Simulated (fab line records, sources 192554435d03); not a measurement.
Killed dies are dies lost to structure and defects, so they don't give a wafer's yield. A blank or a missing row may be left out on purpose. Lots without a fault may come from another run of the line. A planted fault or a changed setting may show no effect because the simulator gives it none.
Which tool did it? | flow n5_finfet | 24 lots, 72 wafers sampled, at 4 steps of a route of 1938

WHAT THE GAUGES READ, wafer by wafer
N5_PMOS_HMC_CHANNEL_EPI_OVL_MEAS_10. Usual: PMOS_HMC_BLK_OVL 0.2 nm, standard deviation 0.65.
lot  | measured    | on         | PMOS_HMC_BLK_OVL (nm) | flag
L074 | day 1 17:36 | overlay-02 | 0.5 0.7 0.7           |
L075 | day 2 05:32 | overlay-01 | -0.1 -0.4 -1.0        |
L076 | day 2 08:42 | overlay-02 | 0.3 0.7 0.1           |
L077 | day 2 11:39 | overlay-01 | -0.4 -0.8 -0.5        |
L078 | day 2 18:46 | overlay-02 | 0.9 1.1 0.3           |
L079 | day 2 23:36 | overlay-01 | 0.4 0.6 0.4           |
L080 | day 3 05:40 | overlay-02 | 0.1 0.5 0.1           |
L081 | day 3 11:23 | overlay-02 | -0.5 1.2 0.5          |
L082 | day 3 17:20 | overlay-01 | -0.9 -0.3 -0.7        |
L083 | day 3 23:37 | overlay-02 | 1.0 0.5 0.3           |
L084 | day 4 06:08 | overlay-02 | 0.6 0.2 0.8           |
L085 | day 4 11:46 | overlay-01 | 0.9 0.4 0.0           |
L086 | day 4 18:04 | overlay-02 | -0.2 -0.5 0.5         |
L087 | day 4 23:32 | overlay-01 | 0.2 -0.6 0.1          |
L088 | day 5 07:14 | overlay-02 | 1.1 0.4 0.2           |
L089 | day 5 12:04 | overlay-01 | -0.3 -0.2 -0.9        |
L090 | day 5 17:18 | overlay-01 | -1.3 -0.1 0.7         |
L091 | day 5 23:01 | overlay-01 | 0.7 0.5 1.3           |
L092 | day 6 05:12 | overlay-01 | -0.9 -0.3 -0.7        |
L093 | day 6 11:01 | overlay-01 | -0.1 1.3 1.0          |
L094 | day 6 17:29 | overlay-02 | 1.1 -0.5 0.4          |
L095 | day 6 23:52 | overlay-01 | 0.5 0.9 0.1           |
L096 | day 7 06:20 | overlay-01 | 0.5 1.3 1.1           |
L097 | day 7 11:20 | overlay-01 | 1.0 0.9 0.8           |

N5_PMOS_HMC_CHANNEL_EPI_INSPECT_30: inspects for defects (darkfield). Usual: raw_defect_count 21, standard deviation 7.3.
lot  | measured    | on                | raw_defect_count | flag
L074 | day 1 20:35 | defect_inspect-02 | 28 13 35         |
L075 | day 2 08:26 | defect_inspect-01 | 15 13 11         |
L076 | day 2 11:50 | defect_inspect-02 | 25 28 16         |
L077 | day 2 14:33 | defect_inspect-02 | 9 11 12          |
L078 | day 2 21:46 | defect_inspect-01 | 17 19 26         |
L079 | day 3 02:25 | defect_inspect-02 | 21 27 14         |
L080 | day 3 08:34 | defect_inspect-02 | 28 13 15         |
L081 | day 3 14:14 | defect_inspect-01 | 23 12 39         |
L082 | day 3 20:11 | defect_inspect-02 | 13 20 20         |
L083 | day 4 02:25 | defect_inspect-01 | 18 23 17         |
L084 | day 4 10:20 | defect_inspect-02 | 22 20 18         |
L085 | day 4 16:29 | defect_inspect-02 | 16 17 27         |
L086 | day 4 21:13 | defect_inspect-02 | 21 21 22         |
L087 | day 5 02:55 | defect_inspect-01 | 22 16 19         |
L088 | day 5 10:08 | defect_inspect-02 | 21 31 24         |
L089 | day 5 15:16 | defect_inspect-02 | 17 27 24         |
L090 | day 5 21:10 | defect_inspect-02 | 23 25 21         |
L091 | day 6 02:45 | defect_inspect-02 | 18 21 41         |
L092 | day 6 08:25 | defect_inspect-02 | 23 18 36         |
L093 | day 6 13:55 | defect_inspect-01 | 11 15 18         |
L094 | day 6 20:18 | defect_inspect-01 | 23 12 11         |
L095 | day 7 04:09 | defect_inspect-01 | 12 18 18         |
L096 | day 7 10:04 | defect_inspect-02 | 14 25 18         |
L097 | day 7 15:27 | defect_inspect-01 | 19 18 18         |

N5_FIN_SAQP_CD_MEAS_27: target cd 20 nm. Usual: cd_nm 20.28 nm, standard deviation 0.26.
lot  | measured    | on        | cd_nm (nm)        | flag
L074 | day 2 01:31 | cd_sem-03 | 19.96 20.12 21.10 |
L075 | day 2 13:08 | cd_sem-02 | 20.50 20.03 20.28 |
L076 | day 2 15:31 | cd_sem-03 | 20.00 20.27 20.03 |
L077 | day 2 19:15 | cd_sem-01 | 20.30 20.41 20.23 |
L078 | day 3 01:09 | cd_sem-03 | 20.55 20.71 20.30 |
L079 | day 3 06:34 | cd_sem-03 | 20.09 20.28 20.26 |
L080 | day 3 11:52 | cd_sem-03 | 20.62 20.37 20.25 |
L081 | day 3 17:46 | cd_sem-01 | 19.96 20.66 20.14 |
L082 | day 3 23:53 | cd_sem-02 | 20.22 20.13 20.46 |
L083 | day 4 05:43 | cd_sem-02 | 20.25 20.31 19.85 |
L084 | day 4 14:21 | cd_sem-02 | 20.61 20.41 20.51 |
L085 | day 4 22:40 | cd_sem-02 | 20.49 20.22 20.35 |
L086 | day 5 01:58 | cd_sem-01 | 19.74 20.27 20.29 |
L087 | day 5 07:11 | cd_sem-01 | 20.44 20.23 20.01 |
L088 | day 5 13:52 | cd_sem-01 | 20.13 20.34 20.35 |
L089 | day 5 18:52 | cd_sem-02 | 20.16 20.22 20.93 |
L090 | day 6 01:04 | cd_sem-03 | 20.30 20.30 20.53 |
L091 | day 6 06:41 | cd_sem-02 | 20.59 20.29 20.36 |
L092 | day 6 11:43 | cd_sem-01 | 20.93 20.42 20.20 |
L093 | day 6 17:56 | cd_sem-01 | 20.07 20.71 20.76 |
L094 | day 7 01:47 | cd_sem-01 | 20.27 20.07 20.20 |
L095 | day 7 08:26 | cd_sem-03 | 19.86 20.08 20.68 |
L096 | day 7 13:26 | cd_sem-03 | 19.86 20.04 19.99 |
L097 | day 7 18:55 | cd_sem-03 | 20.04 20.62 20.14 |

WHICH TOOL RAN EACH LOT (tool, then ch and the chambers of the sampled wafers, then the start)
lot  | N5_FIN_SAQP_HM_OPEN_73
L074 | rie_diel-01 ch 0,3, day 1 23:38
L075 | rie_diel-06 ch 1,2, day 2 10:54
L076 | rie_diel-06 ch 2,3, day 2 13:38
L077 | rie_diel-01 ch 0,1,2, day 2 17:11
L078 | rie_diel-01 ch 0,1, day 2 23:19
L079 | rie_diel-03 ch 0,1,2, day 3 04:07
L080 | rie_diel-03 ch 1,2, day 3 10:04
L081 | rie_diel-03 ch 0,2, day 3 15:57
L082 | rie_diel-01 ch 1,3, day 3 22:00
L083 | rie_diel-01 ch 0,1,3, day 4 03:55
L084 | rie_diel-01 ch 0,1, day 4 12:19
L085 | rie_diel-01 ch 0,1,3, day 4 19:45
L086 | rie_diel-06 ch 0,1,2, day 5 00:04
L087 | rie_diel-01 ch 1,3, day 5 04:40
L088 | rie_diel-01 ch 1,3, day 5 11:53
L089 | rie_diel-06 ch 1,2, day 5 17:03
L090 | rie_diel-06 ch 2,3, day 5 22:47
L091 | rie_diel-01 ch 0,2,3, day 6 04:49
L092 | rie_diel-03 ch 0,1,2, day 6 09:55
L093 | rie_diel-06 ch 0,2, day 6 15:53
L094 | rie_diel-06 ch 0,2,3, day 6 23:57
L095 | rie_diel-03 ch 0,1,3, day 7 06:34
L096 | rie_diel-01 ch 0,2,3, day 7 11:37
L097 | rie_diel-03 ch 1,2,3, day 7 17:06
- N5_FIN_SAQP_HM_OPEN_73: chemistry CHF3/O2, target SiO2, stops on a-Si, target depth 12 nm, time 16.8 s.

WHAT THE TOOLS THEMSELVES READ (means of the sampled wafers that have a number; where no wafer has one, the mark that the record gives instead)
N5_FIN_SAQP_HM_OPEN_73. Usual: CHF3_flow_sccm 49.99 sccm, standard deviation 0.15; chamber_pressure_mTorr 30.00 mTorr, standard deviation 0.03; drypump_motor_current_A 5.9 A, standard deviation 0.43; oes_f_703_au 0.77 a.u., standard deviation 0.067; oes_product_au 0.47 a.u., standard deviation 0.04; rf_fwd_power_W 645.1 W, standard deviation 2.3; rf_vpp_V 523 V, standard deviation 13; showerhead_plenum_p_Torr 2.44 Torr, standard deviation 0.065; throttle_valve_pct 18.90 %, standard deviation 0.24.
lot  | tool        | CHF3_flow_sccm (sccm) | chamber_pressure_mTorr (mTorr) | drypump_motor_current_A (A) | oes_f_703_au (a.u.) | oes_product_au (a.u.) | rf_fwd_power_W (W) | rf_vpp_V (V) | showerhead_plenum_p_Torr (Torr) | throttle_valve_pct (%) | flag
L074 | rie_diel-01 | 49.95                 | 29.96                          | 6.4                         | 0.79                | 0.49                  | 645.2              | 533          | 2.48                            | 18.88                  |
L075 | rie_diel-06 | 50.13                 | 30.01                          | 5.8                         | 0.76                | 0.47                  | 644.3              | 516          | 2.43                            | 18.78                  |
L076 | rie_diel-06 | 50.04                 | 29.96                          | 5.4                         | 0.74                | 0.45                  | 647.3              | 514          | 2.43                            | 18.85                  |
L077 | rie_diel-01 | 49.92                 | 29.99                          | 6.2                         | 0.73                | 0.45                  | 646.7              | 527          | 2.45                            | 18.98                  |
L078 | rie_diel-01 | 50.21                 | 29.99                          | 6.3                         | 0.77                | 0.48                  | 645.0              | 528          | 2.46                            | 18.80                  |
L079 | rie_diel-03 | 50.00                 | 29.98                          | 5.7                         | 0.81                | 0.47                  | 643.8              | 514          | 2.43                            | 18.87                  |
L080 | rie_diel-03 | 50.00                 | 30.01                          | 5.5                         | 0.82                | 0.49                  | 643.0              | 523          | 2.44                            | 18.80                  |
L081 | rie_diel-03 | 49.92                 | 29.99                          | 5.9                         | 0.79                | 0.45                  | 643.5              | 505          | 2.43                            | 18.94                  |
L082 | rie_diel-01 | 50.12                 | 29.99                          | 6.1                         | 0.75                | 0.44                  | 644.8              | 533          | 2.38                            | 19.03                  |
L083 | rie_diel-01 | 50.02                 | 30.01                          | 6.2                         | 0.76                | 0.46                  | 645.9              | 531          | 2.41                            | 18.93                  |
L084 | rie_diel-01 | 50.00                 | 29.98                          | 6.1                         | 0.73                | 0.46                  | 643.7              | 527          | 2.39                            | 18.83                  |
L085 | rie_diel-01 | 49.88                 | 29.99                          | 6.2                         | 0.75                | 0.46                  | 645.9              | 531          | 2.41                            | 18.94                  |
L086 | rie_diel-06 | 49.98                 | 30.01                          | 5.9                         | 0.75                | 0.46                  | 644.2              | 514          | 2.47                            | 18.89                  |
L087 | rie_diel-01 | 49.96                 | 30.02                          | 6.0                         | 0.73                | 0.45                  | 645.6              | 530          | 2.35                            | 18.94                  |
L088 | rie_diel-01 | 50.06                 | 30.02                          | 6.0                         | 0.72                | 0.44                  | 645.6              | 529          | 2.35                            | 18.94                  |
L089 | rie_diel-06 | 50.09                 | 30.01                          | 5.7                         | 0.73                | 0.45                  | 643.1              | 517          | 2.42                            | 18.82                  |
L090 | rie_diel-06 | 50.03                 | 29.99                          | 5.3                         | 0.81                | 0.51                  | 646.0              | 518          | 2.46                            | 18.82                  |
L091 | rie_diel-01 | 50.01                 | 30.00                          | 6.3                         | 0.81                | 0.49                  | 649.0              | 530          | 2.46                            | 18.98                  |
L092 | rie_diel-03 | 50.05                 | 30.00                          | 5.7                         | 0.78                | 0.46                  | 645.6              | 515          | 2.42                            | 18.90                  |
L093 | rie_diel-06 | 49.89                 | 30.00                          | 5.6                         | 0.78                | 0.47                  | 646.8              | 502          | 2.49                            | 18.80                  |
L094 | rie_diel-06 | 50.00                 | 30.03                          | 5.5                         | 0.80                | 0.48                  | 645.0              | 511          | 2.47                            | 18.83                  |
L095 | rie_diel-03 | 50.19                 | 30.02                          | 6.0                         | 0.81                | 0.48                  | 642.6              | 510          | 2.40                            | 18.86                  |
L096 | rie_diel-01 | 49.98                 | 30.01                          | 6.3                         | 0.80                | 0.48                  | 646.0              | 530          | 2.45                            | 18.99                  |
L097 | rie_diel-03 | 49.93                 | 30.01                          | 5.7                         | 0.78                | 0.47                  | 644.2              | 524          | 2.39                            | 18.65                  |

THE ANSWER, worked out from the rows above alone
Rule: a lot is off if the mean of its wafers that have a number lies more than 3 standard deviations from the usual mean. A lot without any number at a reading at which 4 lots or more have one is off too. The other lots that the step has rows for count as sound. The gauges are gone through in route order, then the tools' own readings, and for those a lot's mean is taken as printed above. The first step at which some lot is off is used, and at that step the reading that is off furthest; a lot without a number counts as furthest.
No lot is off at any reading shown: from this, nothing can be told.

WHAT THE SIMULATOR HAD PUT IN
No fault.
